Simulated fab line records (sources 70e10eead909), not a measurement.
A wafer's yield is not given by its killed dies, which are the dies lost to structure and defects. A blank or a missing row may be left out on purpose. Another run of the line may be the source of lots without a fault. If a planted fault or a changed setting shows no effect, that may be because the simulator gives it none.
Chamber matching || flow nand_harc || 4 sister chambers for NHARC_P_ZERO_WELL_DESCUM_26 on rie_diel-04
The step chemistry O2, time 3 s. 8 wafers are shown with their chamber, then 7 later ones without.

== WAFERS, EACH WITH ITS CHAMBER ==
{"wafer": "L788.5", "chamber": 0, "drypump_motor_current_A (A)": 5.4, "oes_product_au (a.u.)": 0.998}
{"wafer": "L795.4", "chamber": 3, "drypump_motor_current_A (A)": 5.2, "oes_product_au (a.u.)": 1.002}
{"wafer": "L795.6", "chamber": 2, "drypump_motor_current_A (A)": 6.5, "oes_product_au (a.u.)": 1.009}
{"wafer": "L796.1", "chamber": 1, "drypump_motor_current_A (A)": 5.2, "oes_product_au (a.u.)": 1.002}
{"wafer": "L796.2", "chamber": 3, "drypump_motor_current_A (A)": 5.2, "oes_product_au (a.u.)": 1.005}
{"wafer": "L796.5", "chamber": 1, "drypump_motor_current_A (A)": 5.2, "oes_product_au (a.u.)": 1.003}
{"wafer": "L797.2", "chamber": 0, "drypump_motor_current_A (A)": 5.3, "oes_product_au (a.u.)": 0.993}
{"wafer": "L797.3", "chamber": 2, "drypump_motor_current_A (A)": 6.4, "oes_product_au (a.u.)": 1.021}

== WAFERS WITHOUT THEIR CHAMBER ==
{"wafer": "L797.5", "drypump_motor_current_A (A)": 5.3, "oes_product_au (a.u.)": 1.003}
{"wafer": "L802.1", "drypump_motor_current_A (A)": 6.5, "oes_product_au (a.u.)": 1.004}
{"wafer": "L802.2", "drypump_motor_current_A (A)": 5.2, "oes_product_au (a.u.)": 0.998}
{"wafer": "L802.5", "drypump_motor_current_A (A)": 5.2, "oes_product_au (a.u.)": 1.006}
{"wafer": "L809.2", "drypump_motor_current_A (A)": 6.5, "oes_product_au (a.u.)": 1.005}
{"wafer": "L809.4", "drypump_motor_current_A (A)": 5.2, "oes_product_au (a.u.)": 0.995}
{"wafer": "L809.6", "drypump_motor_current_A (A)": 5.2, "oes_product_au (a.u.)": 0.994}

== CHAMBER TAKEN BY EACH ==
{"wafer": "L797.5", "from the rows above": "can't be placed: 0 or 1 or 3", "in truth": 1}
{"wafer": "L802.1", "from the rows above": 2, "in truth": 2}
{"wafer": "L802.2", "from the rows above": "can't be placed: 1 or 3", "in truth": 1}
{"wafer": "L802.5", "from the rows above": "can't be placed: 3 or 1", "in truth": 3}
{"wafer": "L809.2", "from the rows above": 2, "in truth": 2}
{"wafer": "L809.4", "from the rows above": "can't be placed: 1 or 3 or 0", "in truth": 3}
{"wafer": "L809.6", "from the rows above": "can't be placed: 1 or 3 or 0", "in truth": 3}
Placed correctly: 2 of 7. Unplaceable from these rows: 5, with the true chamber sitting among the candidates in 5. Placed wrongly: 0.
How it was worked out, from the rows above alone: a wafer's distance from a chamber is the root of the sum, over the readings, of the square of ((its reading less the chamber's mean) divided by the reading's scatter). The wafer belongs to the nearest chamber; if the next one is less than 2 further off, it can't be placed. A chamber's mean is the mean of its shown wafers. How the scatter is found: for the shown wafers, subtract from each reading the mean of its chamber, square and add these, divide the total by (wafers less chambers), then take the root.
